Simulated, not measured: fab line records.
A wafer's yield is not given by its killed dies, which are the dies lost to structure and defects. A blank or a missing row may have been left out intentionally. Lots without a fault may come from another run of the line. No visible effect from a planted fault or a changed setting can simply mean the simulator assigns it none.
Comparing a struck lot with a sound one | flow n5 finfet | 15 out of 1938 route steps
Sound: wafers L948.1, L948.4, L948.5. Struck: wafer L962.1 (L962.3, L962.5, from the same lot, were not struck and are left out); the cause is given at the end.
Each step with rows lists, per side, the tool, then ch with its chambers, then its first start. Under that, the readings that differ: sound wafers | struck wafers | difference of the means | sigmas: that difference in standard deviations of wafers without a fault.
alike: same words and numbers on both sides, and readings whose means sit less than 2 such deviations apart. not compared: any withheld reading, any reading some wafer has no value for, any bound like >300 that may hide the same value, and any number with overlapping values for which the record gives no deviation.
Wherever a step has rows on one side only, a row that says differs or no value, or a row with sigmas, the two part there. Numbers that don't overlap but have no deviation are shown without sigmas and don't part them. Lack of a reading on every wafer of one side parts them only where that side has two or more wafers.

N5_FIN_SAQP_ETCH_65: etches SiO2 in CF4, target depth 4 nm, time 4.4 s.
  sound on rie si-05 ch 0,1, day 3 00:01; struck on rie si-01 ch 2, day 6 11:55
  alike: drypump motor current A, oes product au, throttle valve pct
  not compared: rf hours counter h
then, 1 step without rows for these wafers: N5_FIN_SAQP_MANDREL_ETCH_58 (etches a-Si in HBr/Cl2, stops on SiNx, target depth 45 nm, bt time 10 s, time 27 s).
N5_FIN_SAQP_RECESS_63: chemistry HF/NH3, target SiO2, target depth 18 nm, afs cycles 3, sublimation time 60 s.
  sound on vapor etch-01 ch 0,1, day 3 00:55; struck on vapor etch-02 ch 1, day 6 12:01
  reading                     | sound       | struck | difference | sigmas
  drypump motor current A (A) | 6.0 6.0 5.9 | 5.2    | -0.8       | -2
  alike: sublimation temp c
then, 2 steps without rows for these wafers: N5_FIN_SAQP_COAT_68 (time 60 s, resist thk 100 nm); N5_FIN_SAQP_ETCH_69 (etches SOC in N2/H2, stops on SiNx, target depth 150 nm).
N5_FIN_SAQP_ETCH_67: etches SiNx in CH3F/O2, target depth 30 nm.
  sound on rie diel-04 ch 0,1,3, day 3 01:31; struck on rie diel-04 ch 0, day 6 12:32
  alike: drypump motor current A, oes product au, rf vpp V, showerhead plenum p Torr, throttle valve pct
  not compared: rf hours counter h
then, 1 step without rows for these wafers: N5_FIN_SAQP_STRIP_70 (strips in N2/H2).
N5_FIN_SAQP_RECESS_71: chemistry HF/NH3, target SiO2, target depth 3 nm, afs cycles 1, sublimation time 60 s.
  sound on vapor etch-01 ch 0,1, day 3 01:37; struck on vapor etch-02 ch 1, day 6 12:38
  reading                     | sound       | struck | difference | sigmas
  drypump motor current A (A) | 5.9 5.9 6.0 | 5.2    | -0.7       | -2
  alike: sublimation temp c
N5_FIN_SAQP_SPACER2_ALD_28: deposits SiO2, target thk 8.1 nm, pulse time 1 s, purge time 2 s.
  sound on ald sin-04 ch 0,2,3, day 3 01:46; struck on ald sin-04 ch 0, day 6 12:46
  reading                    | sound             | struck | difference | sigmas
  precursor pulse height rel | 1.011 0.980 1.038 | 1.050  | +0.040     | +2
  alike: heater power w
then, 2 steps without rows for these wafers: N5_FIN_SAQP_SPACER2_ETCHBACK_29 (etches SiO2 in CHF3/O2, target depth 12.2 nm, time 6.1 s); N5_FIN_SAQP_MANDREL2_REMOVE_60 (chemistry HBr/Cl2/O2, target a-Si, stops on SiNx, bt time 10 s).
N5_FIN_SAQP_CD_MEAS_31: target cd 8 nm.
  sound on cd sem-03 ch 0, day 3 02:33; struck on cd sem-01 ch 0, day 6 13:35
  alike: cd nm
N5_FIN_SAQP_HM_OPEN_33: chemistry CH3F/O2, target SiNx, target depth 49.4 nm, time 70.6 s.
  sound on rie diel-03 ch 0,1,2, day 3 02:40; struck on rie diel-03 ch 0, day 6 13:49
  reading               | sound          | struck | difference | sigmas
  etch rf on time s (s) | 69.0 68.2 70.2 | 43.5   | -25.6      | -17
  alike: drypump motor current A, oes product au, rf vpp V, showerhead plenum p Torr, throttle valve pct
  not compared: rf hours counter h
then, 1 step without rows for these wafers: N5_FIN_SAQP_ETCH_34 (etches SiO2 in C4F6/O2, target depth 45 nm, time 15 s).
N5_PASSIVATION_PROBE_49:
  the record has rows for the sound wafers here (prober-02, day 13 10:32) and none for the struck ones

WHERE THEY PART
First at N5_FIN_SAQP_RECESS_63; last, within this record, at N5_PASSIVATION_PROBE_49.

WHY: what had been put in by the simulator
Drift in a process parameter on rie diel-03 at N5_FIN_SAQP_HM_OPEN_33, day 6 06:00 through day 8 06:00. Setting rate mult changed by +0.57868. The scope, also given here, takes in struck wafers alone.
